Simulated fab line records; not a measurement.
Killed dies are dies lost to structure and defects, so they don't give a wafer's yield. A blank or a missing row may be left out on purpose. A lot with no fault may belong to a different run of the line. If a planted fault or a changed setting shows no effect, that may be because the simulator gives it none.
fab line records :: flow n5-finfet :: part 2 of 2: steps 23 to 28 of 28
[record]
  lots = 5
  wafers = 15
  last-day = 17
route steps=1938 shown FIN_SAQP@150 FIN_CUT@154
lots that met no fault: from a run of the same line without faults
start-h: start of the lot's first displayed wafer, in hours after the record's first day :: wait-h: time in hours since the lot's previous step :: " same as the row above :: L1.1+2: a single row standing in for several wafers :: - no value, or no start was given :: * or withheld: withheld :: < > ~ a bound
route shown NAME@n: a module of which the file shows steps, and the number in the route of the first :: usual: mean/standard deviation of fault-free wafers :: same: alike in all rows :: chamber/n: place in a boat :: sites: per-site readings :: _std_site: how widely they spread, as a standard deviation :: _edge_site: the outer-site mean with the inner-site mean subtracted :: radius-mm: how far each site lies from the wafer's centre :: mask NAME#n: copy n :: behind: the last tool/chamber to shape the wafer :: hold: reason for holding the lot/hours on hold/outcome of the hold :: device: names the non-switching transistor (n, p or np) :: end of line: tests of these same wafers at the route's end :: where a step has no rows: the recipe by itself :: killed: dies lost to structure and defects at the first sort, not the wafer's yield :: map: dies across one wafer; x = killed, . = not, _ = none there
set.NAME: the setting as run; set.NAME@STEP: as run at that earlier step :: model.NAME: the simulator's own value behind a step, which no gauge read
lots seen at some steps along the route; tables by step, rows by wafer
services: from which hour (start-h, from the record's first day; less than 0 if before it) a tool's chamber was out of use, for how many hours, and why
[[steps]]
[step N5_FIN_CUT_STRIP_24]
[recipe]
  chemistry = CF4
  resist = SiARC
  power-w = 300
  bias-power-w = 75
  pressure-mtorr = 50
  cf4-flow-sccm = 150
  rf-frequency-hz = 6e+07
[usual]
  bias-power-w = 75.02/0.23
  drypump-motor-current-A = 5.7/0.31
  oes-product-au = 0.72/0.056
  rf-fwd-power-W = 292.5/0.94
  rf-vpp-V = 271.2/1.4
  showerhead-plenum-p-Torr = 1.79/0.05
  throttle-valve-pct = 13.67/0.21
lot.wafer: L076.3
tool: rie-diel-02
chamber: 0
start-h: 41.71
wait-h: 0.0
bias-power-w: 75.41
drypump-motor-current-A: 5.3
oes-product-au: 0.76
rf-fwd-power-W: 291.1
rf-hours-counter-h: 147
rf-vpp-V: 268.9
showerhead-plenum-p-Torr: 1.74
throttle-valve-pct: 13.73

lot.wafer: L076.4
tool: rie-diel-02
chamber: 3
start-h: 41.71
wait-h: 0.0
bias-power-w: 75.15
drypump-motor-current-A: 5.5
oes-product-au: 0.69
rf-fwd-power-W: 291.6
rf-hours-counter-h: 216
rf-vpp-V: 269.7
showerhead-plenum-p-Torr: 1.77
throttle-valve-pct: 13.93

lot.wafer: L076.6
tool: rie-diel-02
chamber: 2
start-h: 41.71
wait-h: 0.0
bias-power-w: 74.81
drypump-motor-current-A: 5.6
oes-product-au: 0.70
rf-fwd-power-W: 292.1
rf-hours-counter-h: -
rf-vpp-V: 272.1
showerhead-plenum-p-Torr: 1.84
throttle-valve-pct: 13.59

lot.wafer: L081.2
tool: rie-diel-05
chamber: 3
start-h: 69.98
wait-h: 0.0
bias-power-w: 75.08
drypump-motor-current-A: 6.3
oes-product-au: 0.68
rf-fwd-power-W: 291.4
rf-hours-counter-h: 228
rf-vpp-V: 268.9
showerhead-plenum-p-Torr: 1.70
throttle-valve-pct: 13.99

lot.wafer: L081.4
tool: rie-diel-05
chamber: 2
start-h: 69.98
wait-h: 0.0
bias-power-w: 75.07
drypump-motor-current-A: 5.9
oes-product-au: 0.76
rf-fwd-power-W: 293.0
rf-hours-counter-h: 125
rf-vpp-V: 271.2
showerhead-plenum-p-Torr: 1.79
throttle-valve-pct: 13.34

lot.wafer: L081.5
tool: rie-diel-05
chamber: 3
start-h: 69.98
wait-h: 0.0
bias-power-w: 74.93
drypump-motor-current-A: 6.3
oes-product-au: 0.68
rf-fwd-power-W: 291.7
rf-hours-counter-h: -
rf-vpp-V: 269.3
showerhead-plenum-p-Torr: 1.70
throttle-valve-pct: 13.99

lot.wafer: L090.3
tool: rie-diel-04
chamber: 2
start-h: 124.09
wait-h: 0.0
bias-power-w: 75.18
drypump-motor-current-A: 5.8
oes-product-au: 0.70
rf-fwd-power-W: 293.2
rf-hours-counter-h: 228
rf-vpp-V: 270.5
showerhead-plenum-p-Torr: 1.77
throttle-valve-pct: 13.65

lot.wafer: L090.4
tool: rie-diel-04
chamber: 3
start-h: 124.09
wait-h: 0.0
bias-power-w: 74.79
drypump-motor-current-A: 5.5
oes-product-au: 0.71
rf-fwd-power-W: 293.6
rf-hours-counter-h: 205
rf-vpp-V: 270.8
showerhead-plenum-p-Torr: 1.71
throttle-valve-pct: 13.96

lot.wafer: L090.5
tool: rie-diel-04
chamber: 2
start-h: 124.09
wait-h: 0.0
bias-power-w: 75.19
drypump-motor-current-A: 5.8
oes-product-au: 0.69
rf-fwd-power-W: 291.7
rf-hours-counter-h: -
rf-vpp-V: 269.9
showerhead-plenum-p-Torr: 1.77
throttle-valve-pct: 13.64

lot.wafer: L091.2
tool: rie-diel-04
chamber: 0
start-h: 130.40
wait-h: 0.0
bias-power-w: 74.78
drypump-motor-current-A: 5.7
oes-product-au: 0.73
rf-fwd-power-W: 291.6
rf-hours-counter-h: 169
rf-vpp-V: 272.0
showerhead-plenum-p-Torr: 1.78
throttle-valve-pct: 13.88

lot.wafer: L091.3
tool: rie-diel-04
chamber: 1
start-h: 130.40
wait-h: 0.0
bias-power-w: 74.59
drypump-motor-current-A: 5.9
oes-product-au: 0.73
rf-fwd-power-W: 292.7
rf-hours-counter-h: 154
rf-vpp-V: 274.8
showerhead-plenum-p-Torr: 1.87
throttle-valve-pct: 13.54

lot.wafer: L091.6
tool: rie-diel-04
chamber: 2
start-h: 130.40
wait-h: 0.0
bias-power-w: 74.85
drypump-motor-current-A: 5.8
oes-product-au: 0.69
rf-fwd-power-W: 292.1
rf-hours-counter-h: -
rf-vpp-V: 270.3
showerhead-plenum-p-Torr: 1.77
throttle-valve-pct: 13.66

lot.wafer: L092.1
tool: rie-diel-02
chamber: 1
start-h: 137.02
wait-h: 0.0
bias-power-w: 75.05
drypump-motor-current-A: 5.8
oes-product-au: 0.68
rf-fwd-power-W: 294.4
rf-hours-counter-h: 219
rf-vpp-V: 272.0
showerhead-plenum-p-Torr: 1.83
throttle-valve-pct: 13.59

lot.wafer: L092.3
tool: rie-diel-02
chamber: 3
start-h: 137.02
wait-h: 0.0
bias-power-w: 74.88
drypump-motor-current-A: 5.5
oes-product-au: 0.68
rf-fwd-power-W: 292.4
rf-hours-counter-h: 244
rf-vpp-V: 270.4
showerhead-plenum-p-Torr: 1.76
throttle-valve-pct: 13.98

lot.wafer: L092.5
tool: rie-diel-02
chamber: 3
start-h: 137.02
wait-h: 0.0
bias-power-w: 75.02
drypump-motor-current-A: 5.5
oes-product-au: 0.67
rf-fwd-power-W: 293.9
rf-hours-counter-h: -
rf-vpp-V: 269.6
showerhead-plenum-p-Torr: 1.76
throttle-valve-pct: 13.99
[step N5_FIN_CUT_CUT_ETCH_26]
[recipe]
  chemistry = CH3F/O2
  target = SiNx
  target-depth-a = 390
  mask-material = SOC
  time-s = 55.7
  pressure-mtorr = 30
  source-w = 395
  bias-w = 73
  Ar_flow_sccm = 150
  CH3F_flow_sccm = 30
  O2_flow_sccm = 20
  ion-energy-ev = 120
[usual]
  drypump-motor-current-A = 5.7/0.32
  oes-product-au = 0.73/0.06
  rf-fwd-power-W = 391.7/1.6
  rf-vpp-V = 298.9/2.6
  showerhead-plenum-p-Torr = 2.00/0.065
  throttle-valve-pct = 16.43/0.22
lot.wafer: L076.3
tool: rie-diel-02
chamber: 0
start-h: 41.73
wait-h: 0.0
drypump-motor-current-A: 5.3
oes-product-au: 0.75
rf-fwd-power-W: 392.7
rf-hours-counter-h: 147
rf-vpp-V: 299.6
showerhead-plenum-p-Torr: 1.90
throttle-valve-pct: 16.32

lot.wafer: L076.4
tool: rie-diel-02
chamber: 3
start-h: 41.73
wait-h: 0.0
drypump-motor-current-A: 5.5
oes-product-au: 0.69
rf-fwd-power-W: 391.0
rf-hours-counter-h: 216
rf-vpp-V: 298.9
showerhead-plenum-p-Torr: 1.97
throttle-valve-pct: 16.67

lot.wafer: L076.6
tool: rie-diel-02
chamber: 2
start-h: 41.73
wait-h: 0.0
drypump-motor-current-A: 5.7
oes-product-au: 0.70
rf-fwd-power-W: 392.1
rf-hours-counter-h: -
rf-vpp-V: 300.1
showerhead-plenum-p-Torr: 2.07
throttle-valve-pct: 16.37

lot.wafer: L081.2
tool: rie-diel-05
chamber: 3
start-h: 70.00
wait-h: 0.0
drypump-motor-current-A: 6.3
oes-product-au: 0.68
rf-fwd-power-W: 390.0
rf-hours-counter-h: 228
rf-vpp-V: 299.0
showerhead-plenum-p-Torr: 1.89
throttle-valve-pct: 16.78

lot.wafer: L081.4
tool: rie-diel-05
chamber: 2
start-h: 70.00
wait-h: 0.0
drypump-motor-current-A: 5.9
oes-product-au: 0.76
rf-fwd-power-W: 392.2
rf-hours-counter-h: 125
rf-vpp-V: 292.4
showerhead-plenum-p-Torr: 2.00
throttle-valve-pct: 16.13

lot.wafer: L081.5
tool: rie-diel-05
chamber: 3
start-h: 70.00
wait-h: 0.0
drypump-motor-current-A: 6.3
oes-product-au: 0.68
rf-fwd-power-W: 391.0
rf-hours-counter-h: -
rf-vpp-V: 298.9
showerhead-plenum-p-Torr: 1.89
throttle-valve-pct: 16.78

lot.wafer: L090.3
tool: rie-diel-04
chamber: 2
start-h: 124.11
wait-h: 0.0
drypump-motor-current-A: 5.8
oes-product-au: 0.69
rf-fwd-power-W: 391.0
rf-hours-counter-h: 228
rf-vpp-V: 296.2
showerhead-plenum-p-Torr: 1.99
throttle-valve-pct: 16.43

lot.wafer: L090.4
tool: rie-diel-04
chamber: 3
start-h: 124.11
wait-h: 0.0
drypump-motor-current-A: 5.5
oes-product-au: 0.73
rf-fwd-power-W: 386.9
rf-hours-counter-h: 205
rf-vpp-V: 301.3
showerhead-plenum-p-Torr: 1.89
throttle-valve-pct: 16.64

lot.wafer: L090.5
tool: rie-diel-04
chamber: 2
start-h: 124.11
wait-h: 0.0
drypump-motor-current-A: 5.8
oes-product-au: 0.69
rf-fwd-power-W: 392.3
rf-hours-counter-h: -
rf-vpp-V: 295.7
showerhead-plenum-p-Torr: 1.99
throttle-valve-pct: 16.41

lot.wafer: L091.2
tool: rie-diel-04
chamber: 0
start-h: 130.42
wait-h: 0.0
drypump-motor-current-A: 5.7
oes-product-au: 0.72
rf-fwd-power-W: 391.5
rf-hours-counter-h: 169
rf-vpp-V: 302.1
showerhead-plenum-p-Torr: 2.00
throttle-valve-pct: 16.71

lot.wafer: L091.3
tool: rie-diel-04
chamber: 1
start-h: 130.42
wait-h: 0.0
drypump-motor-current-A: 5.9
oes-product-au: 0.74
rf-fwd-power-W: 391.2
rf-hours-counter-h: 154
rf-vpp-V: 298.9
showerhead-plenum-p-Torr: 2.08
throttle-valve-pct: 16.28

lot.wafer: L091.6
tool: rie-diel-04
chamber: 2
start-h: 130.42
wait-h: 0.0
drypump-motor-current-A: 5.7
oes-product-au: 0.69
rf-fwd-power-W: 391.1
rf-hours-counter-h: -
rf-vpp-V: 294.8
showerhead-plenum-p-Torr: 1.99
throttle-valve-pct: 16.41

lot.wafer: L092.1
tool: rie-diel-02
chamber: 1
start-h: 137.04
wait-h: 0.0
drypump-motor-current-A: 5.8
oes-product-au: 0.68
rf-fwd-power-W: 392.2
rf-hours-counter-h: 219
rf-vpp-V: 297.9
showerhead-plenum-p-Torr: 2.07
throttle-valve-pct: 16.41

lot.wafer: L092.3
tool: rie-diel-02
chamber: 3
start-h: 137.04
wait-h: 0.0
drypump-motor-current-A: 5.4
oes-product-au: 0.67
rf-fwd-power-W: 390.9
rf-hours-counter-h: 244
rf-vpp-V: 298.4
showerhead-plenum-p-Torr: 1.96
throttle-valve-pct: 16.74

lot.wafer: L092.5
tool: rie-diel-02
chamber: 3
start-h: 137.04
wait-h: 0.0
drypump-motor-current-A: 5.5
oes-product-au: 0.66
rf-fwd-power-W: 390.6
rf-hours-counter-h: -
rf-vpp-V: 296.2
showerhead-plenum-p-Torr: 1.96
throttle-valve-pct: 16.73
[step N5_FIN_CUT_CUT_ETCH_27]
[recipe]
  chemistry = CHF3/O2
  target = SiO2
  target-depth-a = 40
  mask-material = SOC
  overetch-a = 20
  time-s = 4.9
  pressure-mtorr = 30
  source-w = 650
  bias-w = 170
  Ar_flow_sccm = 200
  CHF3_flow_sccm = 50
  O2_flow_sccm = 5
  ion-energy-ev = 200
[usual]
  drypump-motor-current-A = 5.7/0.31
  oes-product-au = 0.58/0.046
  rf-fwd-power-W = 644.4/2.5
  rf-vpp-V = 527/4.6
  showerhead-plenum-p-Torr = 2.41/0.076
  throttle-valve-pct = 18.89/0.21
lot.wafer: L076.3
tool: rie-diel-02
chamber: 0
start-h: 41.77
wait-h: 0.0
drypump-motor-current-A: 5.3
oes-product-au: 0.61
rf-fwd-power-W: 646.5
rf-hours-counter-h: 147
rf-vpp-V: 531
showerhead-plenum-p-Torr: 2.30
throttle-valve-pct: 18.77

lot.wafer: L076.4
tool: rie-diel-02
chamber: 3
start-h: 41.77
wait-h: 0.0
drypump-motor-current-A: 5.5
oes-product-au: 0.55
rf-fwd-power-W: 649.5
rf-hours-counter-h: 216
rf-vpp-V: 525
showerhead-plenum-p-Torr: 2.38
throttle-valve-pct: 19.14

lot.wafer: L076.6
tool: rie-diel-02
chamber: 2
start-h: 41.77
wait-h: 0.0
drypump-motor-current-A: 5.7
oes-product-au: 0.56
rf-fwd-power-W: 643.3
rf-hours-counter-h: -
rf-vpp-V: 529
showerhead-plenum-p-Torr: 2.50
throttle-valve-pct: 18.85

lot.wafer: L081.2
tool: rie-diel-05
chamber: 3
start-h: 70.05
wait-h: 0.0
drypump-motor-current-A: 6.3
oes-product-au: 0.54
rf-fwd-power-W: 644.9
rf-hours-counter-h: 228
rf-vpp-V: 530
showerhead-plenum-p-Torr: 2.28
throttle-valve-pct: 19.23

lot.wafer: L081.4
tool: rie-diel-05
chamber: 2
start-h: 70.05
wait-h: 0.0
drypump-motor-current-A: 5.9
oes-product-au: 0.60
rf-fwd-power-W: 645.8
rf-hours-counter-h: 125
rf-vpp-V: 516
showerhead-plenum-p-Torr: 2.42
throttle-valve-pct: 18.61

lot.wafer: L081.5
tool: rie-diel-05
chamber: 3
start-h: 70.05
wait-h: 0.0
drypump-motor-current-A: 6.3
oes-product-au: 0.55
rf-fwd-power-W: 643.3
rf-hours-counter-h: -
rf-vpp-V: 528
showerhead-plenum-p-Torr: 2.28
throttle-valve-pct: 19.22

lot.wafer: L090.3
tool: rie-diel-04
chamber: 2
start-h: 124.15
wait-h: 0.0
drypump-motor-current-A: 5.7
oes-product-au: 0.56
rf-fwd-power-W: 642.8
rf-hours-counter-h: 228
rf-vpp-V: 521
showerhead-plenum-p-Torr: 2.40
throttle-valve-pct: 18.86

lot.wafer: L090.4
tool: rie-diel-04
chamber: 3
start-h: 124.15
wait-h: 0.0
drypump-motor-current-A: 5.5
oes-product-au: 0.57
rf-fwd-power-W: 638.9
rf-hours-counter-h: 205
rf-vpp-V: 532
showerhead-plenum-p-Torr: 2.29
throttle-valve-pct: 19.10

lot.wafer: L090.5
tool: rie-diel-04
chamber: 2
start-h: 124.15
wait-h: 0.0
drypump-motor-current-A: 5.7
oes-product-au: 0.55
rf-fwd-power-W: 644.8
rf-hours-counter-h: -
rf-vpp-V: 523
showerhead-plenum-p-Torr: 2.40
throttle-valve-pct: 18.87

lot.wafer: L091.2
tool: rie-diel-04
chamber: 0
start-h: 130.46
wait-h: 0.0
drypump-motor-current-A: 5.7
oes-product-au: 0.59
rf-fwd-power-W: 643.6
rf-hours-counter-h: 169
rf-vpp-V: 534
showerhead-plenum-p-Torr: 2.41
throttle-valve-pct: 19.20

lot.wafer: L091.3
tool: rie-diel-04
chamber: 1
start-h: 130.46
wait-h: 0.0
drypump-motor-current-A: 5.9
oes-product-au: 0.58
rf-fwd-power-W: 643.9
rf-hours-counter-h: 154
rf-vpp-V: 530
showerhead-plenum-p-Torr: 2.51
throttle-valve-pct: 18.73

lot.wafer: L091.6
tool: rie-diel-04
chamber: 2
start-h: 130.46
wait-h: 0.0
drypump-motor-current-A: 5.8
oes-product-au: 0.55
rf-fwd-power-W: 640.4
rf-hours-counter-h: -
rf-vpp-V: 521
showerhead-plenum-p-Torr: 2.40
throttle-valve-pct: 18.88

lot.wafer: L092.1
tool: rie-diel-02
chamber: 1
start-h: 137.08
wait-h: 0.0
drypump-motor-current-A: 5.9
oes-product-au: 0.55
rf-fwd-power-W: 647.1
rf-hours-counter-h: 219
rf-vpp-V: 525
showerhead-plenum-p-Torr: 2.49
throttle-valve-pct: 18.83

lot.wafer: L092.3
tool: rie-diel-02
chamber: 3
start-h: 137.08
wait-h: 0.0
drypump-motor-current-A: 5.5
oes-product-au: 0.53
rf-fwd-power-W: 643.8
rf-hours-counter-h: 244
rf-vpp-V: 526
showerhead-plenum-p-Torr: 2.37
throttle-valve-pct: 19.20

lot.wafer: L092.5
tool: rie-diel-02
chamber: 3
start-h: 137.08
wait-h: 0.0
drypump-motor-current-A: 5.5
oes-product-au: 0.53
rf-fwd-power-W: 642.6
rf-hours-counter-h: -
rf-vpp-V: 526
showerhead-plenum-p-Torr: 2.37
throttle-valve-pct: 19.19
[step N5_FIN_CUT_PRECLEAN_35]
[recipe]
  time-s = 13.3
  temp-c = 45
  pressure-torr = 125
  p-hf-torr = 3
  p-coreactant-torr = 25
  chemistry = vHF
[usual]
  drypump-motor-current-A = 6.14/0.28
lot.wafer: L076.3
tool: vapor-etch-01
chamber: 0
start-h: 41.86
wait-h: 0.1
drypump-motor-current-A: 5.87

lot.wafer: L076.4
tool: vapor-etch-01
chamber: 1
start-h: 41.86
wait-h: 0.1
drypump-motor-current-A: 6.55

lot.wafer: L076.6
tool: vapor-etch-01
chamber: 0
start-h: 41.86
wait-h: 0.1
drypump-motor-current-A: 5.88

lot.wafer: L081.2
tool: vapor-etch-01
chamber: 1
start-h: 70.12
wait-h: 0.0
drypump-motor-current-A: 6.55

lot.wafer: L081.4
tool: vapor-etch-01
chamber: 1
start-h: 70.12
wait-h: 0.0
drypump-motor-current-A: 6.54

lot.wafer: L081.5
tool: vapor-etch-01
chamber: 0
start-h: 70.12
wait-h: 0.0
drypump-motor-current-A: 5.88

lot.wafer: L090.3
tool: vapor-etch-01
chamber: 0
start-h: 124.24
wait-h: 0.1
drypump-motor-current-A: 5.87

lot.wafer: L090.4
tool: vapor-etch-01
chamber: 1
start-h: 124.24
wait-h: 0.1
drypump-motor-current-A: 6.56

lot.wafer: L090.5
tool: vapor-etch-01
chamber: 1
start-h: 124.24
wait-h: 0.1
drypump-motor-current-A: 6.58

lot.wafer: L091.2
tool: vapor-etch-02
chamber: 1
start-h: 130.53
wait-h: 0.0
drypump-motor-current-A: 6.11

lot.wafer: L091.3
tool: vapor-etch-02
chamber: 1
start-h: 130.53
wait-h: 0.0
drypump-motor-current-A: 6.11

lot.wafer: L091.6
tool: vapor-etch-02
chamber: 0
start-h: 130.53
wait-h: 0.0
drypump-motor-current-A: 5.89

lot.wafer: L092.1
tool: vapor-etch-01
chamber: 1
start-h: 137.15
wait-h: 0.0
drypump-motor-current-A: 6.57

lot.wafer: L092.3
tool: vapor-etch-01
chamber: 0
start-h: 137.15
wait-h: 0.0
drypump-motor-current-A: 5.88

lot.wafer: L092.5
tool: vapor-etch-01
chamber: 0
start-h: 137.15
wait-h: 0.0
drypump-motor-current-A: 5.89
[step N5_FIN_CUT_CUT_ETCH_15]
[recipe]
  chemistry = HBr/Cl2/O2
  target = Si
  target-depth-a = 1000
  bt-time-s = 10
  mask-material = SOC
  time-s = 42.4
  ion-energy-ev = *
  bias-w = *
  pressure-mtorr = 10
  icp-w = 800
  HBr_flow_sccm = 150
  Cl2_flow_sccm = 80
  O2_flow_sccm = 12
[usual]
  drypump-motor-current-A = 5.7/0.36
  oes-product-au = 0.998/0.017
  rf-fwd-power-W = *
  throttle-valve-pct = 37.1/0.32
lot.wafer: L076.3
tool: rie-si-01
chamber: 0
start-h: 41.92
wait-h: 0.0
drypump-motor-current-A: 5.8
oes-product-au: 1.007
rf-fwd-power-W: *
rf-hours-counter-h: 105
throttle-valve-pct: 36.9

lot.wafer: L076.4
tool: rie-si-01
chamber: 1
start-h: 41.92
wait-h: 0.0
drypump-motor-current-A: 6.1
oes-product-au: 1.030
rf-fwd-power-W: *
rf-hours-counter-h: 56
throttle-valve-pct: 36.9

lot.wafer: L076.6
tool: rie-si-01
chamber: 1
start-h: 41.92
wait-h: 0.0
drypump-motor-current-A: 6.1
oes-product-au: 1.023
rf-fwd-power-W: *
rf-hours-counter-h: -
throttle-valve-pct: 36.9

lot.wafer: L081.2
tool: rie-si-02
chamber: 0
start-h: 70.20
wait-h: 0.1
drypump-motor-current-A: 5.3
oes-product-au: 1.008
rf-fwd-power-W: *
rf-hours-counter-h: 33
throttle-valve-pct: 37.0

lot.wafer: L081.4
tool: rie-si-02
chamber: 2
start-h: 70.20
wait-h: 0.1
drypump-motor-current-A: 6.4
oes-product-au: 1.007
rf-fwd-power-W: *
rf-hours-counter-h: 11
throttle-valve-pct: 37.3

lot.wafer: L081.5
tool: rie-si-02
chamber: 0
start-h: 70.20
wait-h: 0.1
drypump-motor-current-A: 5.3
oes-product-au: 1.008
rf-fwd-power-W: *
rf-hours-counter-h: -
throttle-valve-pct: 37.0

lot.wafer: L090.3
tool: rie-si-01
chamber: 0
start-h: 124.33
wait-h: 0.1
drypump-motor-current-A: 5.8
oes-product-au: 1.008
rf-fwd-power-W: *
rf-hours-counter-h: -
throttle-valve-pct: 36.9

lot.wafer: L090.4
tool: rie-si-01
chamber: 3
start-h: 124.33
wait-h: 0.1
drypump-motor-current-A: 5.7
oes-product-au: 0.975
rf-fwd-power-W: *
rf-hours-counter-h: -
throttle-valve-pct: 37.4

lot.wafer: L090.5
tool: rie-si-01
chamber: 3
start-h: 124.33
wait-h: 0.1
drypump-motor-current-A: 5.7
oes-product-au: 0.984
rf-fwd-power-W: *
rf-hours-counter-h: -
throttle-valve-pct: 37.4

lot.wafer: L091.2
tool: rie-si-02
chamber: 1
start-h: 130.62
wait-h: 0.1
drypump-motor-current-A: 5.3
oes-product-au: 1.013
rf-fwd-power-W: *
rf-hours-counter-h: 51
throttle-valve-pct: 37.0

lot.wafer: L091.3
tool: rie-si-02
chamber: 2
start-h: 130.62
wait-h: 0.1
drypump-motor-current-A: 6.3
oes-product-au: 1.005
rf-fwd-power-W: *
rf-hours-counter-h: 11
throttle-valve-pct: 37.3

lot.wafer: L091.6
tool: rie-si-02
chamber: 0
start-h: 130.62
wait-h: 0.1
drypump-motor-current-A: 5.3
oes-product-au: 0.996
rf-fwd-power-W: *
rf-hours-counter-h: -
throttle-valve-pct: 37.0

lot.wafer: L092.1
tool: rie-si-02
chamber: 1
start-h: 137.23
wait-h: 0.1
drypump-motor-current-A: 5.4
oes-product-au: 1.020
rf-fwd-power-W: *
rf-hours-counter-h: 51
throttle-valve-pct: 37.0

lot.wafer: L092.3
tool: rie-si-02
chamber: 0
start-h: 137.23
wait-h: 0.1
drypump-motor-current-A: 5.3
oes-product-au: 1.007
rf-fwd-power-W: *
rf-hours-counter-h: 34
throttle-valve-pct: 37.0

lot.wafer: L092.5
tool: rie-si-02
chamber: 2
start-h: 137.23
wait-h: 0.1
drypump-motor-current-A: 6.4
oes-product-au: 1.009
rf-fwd-power-W: *
rf-hours-counter-h: -
throttle-valve-pct: 37.3
[step N5_FIN_CUT_CUT_ETCH_28]
[recipe]
  chemistry = HBr/Cl2/O2
  target = Si
  target-depth-a = 60
  mask-material = SOC
  time-s = 2.4
  ion-energy-ev = *
  bias-w = *
  pressure-mtorr = 10
  icp-w = 800
  HBr_flow_sccm = 150
  Cl2_flow_sccm = 80
  O2_flow_sccm = 12
[usual]
  drypump-motor-current-A = 5.7/0.36
  oes-product-au = 0.998/0.016
  rf-fwd-power-W = *
  throttle-valve-pct = 37.1/0.32
lot.wafer: L076.3
tool: rie-si-01
chamber: 0
start-h: 41.97
wait-h: 0.0
drypump-motor-current-A: 5.8
oes-product-au: 1.010
rf-fwd-power-W: *
rf-hours-counter-h: 105
throttle-valve-pct: 36.9

lot.wafer: L076.4
tool: rie-si-01
chamber: 1
start-h: 41.97
wait-h: 0.0
drypump-motor-current-A: 6.1
oes-product-au: 1.019
rf-fwd-power-W: *
rf-hours-counter-h: 56
throttle-valve-pct: 36.9

lot.wafer: L076.6
tool: rie-si-01
chamber: 1
start-h: 41.97
wait-h: 0.0
drypump-motor-current-A: 6.1
oes-product-au: 1.028
rf-fwd-power-W: *
rf-hours-counter-h: -
throttle-valve-pct: 36.9

lot.wafer: L081.2
tool: rie-si-02
chamber: 0
start-h: 70.25
wait-h: 0.0
drypump-motor-current-A: 5.3
oes-product-au: 1.011
rf-fwd-power-W: *
rf-hours-counter-h: 33
throttle-valve-pct: 37.0

lot.wafer: L081.4
tool: rie-si-02
chamber: 2
start-h: 70.25
wait-h: 0.0
drypump-motor-current-A: 6.4
oes-product-au: 1.000
rf-fwd-power-W: *
rf-hours-counter-h: 11
throttle-valve-pct: 37.3

lot.wafer: L081.5
tool: rie-si-02
chamber: 0
start-h: 70.25
wait-h: 0.0
drypump-motor-current-A: 5.3
oes-product-au: 0.998
rf-fwd-power-W: *
rf-hours-counter-h: -
throttle-valve-pct: 37.0

lot.wafer: L090.3
tool: rie-si-01
chamber: 0
start-h: 124.41
wait-h: 0.0
drypump-motor-current-A: 5.8
oes-product-au: 1.010
rf-fwd-power-W: *
rf-hours-counter-h: -
throttle-valve-pct: 36.9

lot.wafer: L090.4
tool: rie-si-01
chamber: 3
start-h: 124.41
wait-h: 0.0
drypump-motor-current-A: 5.7
oes-product-au: 0.976
rf-fwd-power-W: *
rf-hours-counter-h: -
throttle-valve-pct: 37.5

lot.wafer: L090.5
tool: rie-si-01
chamber: 3
start-h: 124.41
wait-h: 0.0
drypump-motor-current-A: 5.7
oes-product-au: 0.984
rf-fwd-power-W: *
rf-hours-counter-h: -
throttle-valve-pct: 37.4

lot.wafer: L091.2
tool: rie-si-02
chamber: 1
start-h: 130.67
wait-h: 0.0
drypump-motor-current-A: 5.3
oes-product-au: 1.004
rf-fwd-power-W: *
rf-hours-counter-h: 51
throttle-valve-pct: 37.0

lot.wafer: L091.3
tool: rie-si-02
chamber: 2
start-h: 130.67
wait-h: 0.0
drypump-motor-current-A: 6.4
oes-product-au: 1.002
rf-fwd-power-W: *
rf-hours-counter-h: 11
throttle-valve-pct: 37.3

lot.wafer: L091.6
tool: rie-si-02
chamber: 0
start-h: 130.67
wait-h: 0.0
drypump-motor-current-A: 5.3
oes-product-au: 1.010
rf-fwd-power-W: *
rf-hours-counter-h: -
throttle-valve-pct: 37.0

lot.wafer: L092.1
tool: rie-si-02
chamber: 1
start-h: 137.29
wait-h: 0.0
drypump-motor-current-A: 5.4
oes-product-au: 1.017
rf-fwd-power-W: *
rf-hours-counter-h: 51
throttle-valve-pct: 37.0

lot.wafer: L092.3
tool: rie-si-02
chamber: 0
start-h: 137.29
wait-h: 0.0
drypump-motor-current-A: 5.2
oes-product-au: 1.010
rf-fwd-power-W: *
rf-hours-counter-h: 34
throttle-valve-pct: 37.0

lot.wafer: L092.5
tool: rie-si-02
chamber: 2
start-h: 137.29
wait-h: 0.0
drypump-motor-current-A: 6.4
oes-product-au: 1.007
rf-fwd-power-W: *
rf-hours-counter-h: -
throttle-valve-pct: 37.3
[[services]]
tool: euv-scanner-02
chamber: -
start-h: 24.86
hours: 1.0
kind: pm

tool: rie-si-02
chamber: 3
start-h: 27.22
hours: 3.3
kind: repair

tool: euv-scanner-01
chamber: -
start-h: 33.67
hours: 1.0
kind: pm

tool: rie-diel-05
chamber: 1
start-h: 36.36
hours: -
kind: clean

tool: rie-diel-05
chamber: 1
start-h: 36.36
hours: -
kind: consumable-replace:focus-ring

tool: rie-diel-05
chamber: 1
start-h: 36.36
hours: 11.8
kind: scheduled-down

tool: rie-diel-05
chamber: 1
start-h: 36.36
hours: 11.8
kind: vent-cycle

tool: wet-bench-05
chamber: -
start-h: 44.70
hours: 1.7
kind: repair

tool: rie-si-02
chamber: 0
start-h: 45.54
hours: 1.7
kind: repair

tool: wet-bench-03
chamber: -
start-h: 49.08
hours: 2.1
kind: repair

tool: euv-scanner-02
chamber: -
start-h: 66.97
hours: 1.0
kind: pm

tool: euv-scanner-01
chamber: -
start-h: 78.34
hours: 1.0
kind: pm

tool: euv-scanner-01
chamber: -
start-h: 79.43
hours: 57.1
kind: repair

tool: euv-scanner-02
chamber: 0
start-h: 81.12
hours: -
kind: calibration

tool: rie-si-01
chamber: 2
start-h: 92.28
hours: 4.2
kind: repair

tool: rie-si-01
chamber: 0
start-h: 99.71
hours: 3.0
kind: repair

tool: rie-diel-05
chamber: 2
start-h: 115.35
hours: 6.4
kind: repair

tool: rie-si-01
chamber: 1
start-h: 119.62
hours: 22.1
kind: repair

tool: rie-si-01
chamber: 2
start-h: 121.47
hours: 5.6
kind: repair

tool: rie-diel-04
chamber: 3
start-h: 129.24
hours: 4.7
kind: repair

tool: rie-diel-05
chamber: 3
start-h: 129.79
hours: 4.6
kind: repair

tool: litho-track-03
chamber: -
start-h: 129.90
hours: -
kind: consumable-replace:filter

tool: euv-scanner-02
chamber: -
start-h: 137.20
hours: 1.0
kind: pm
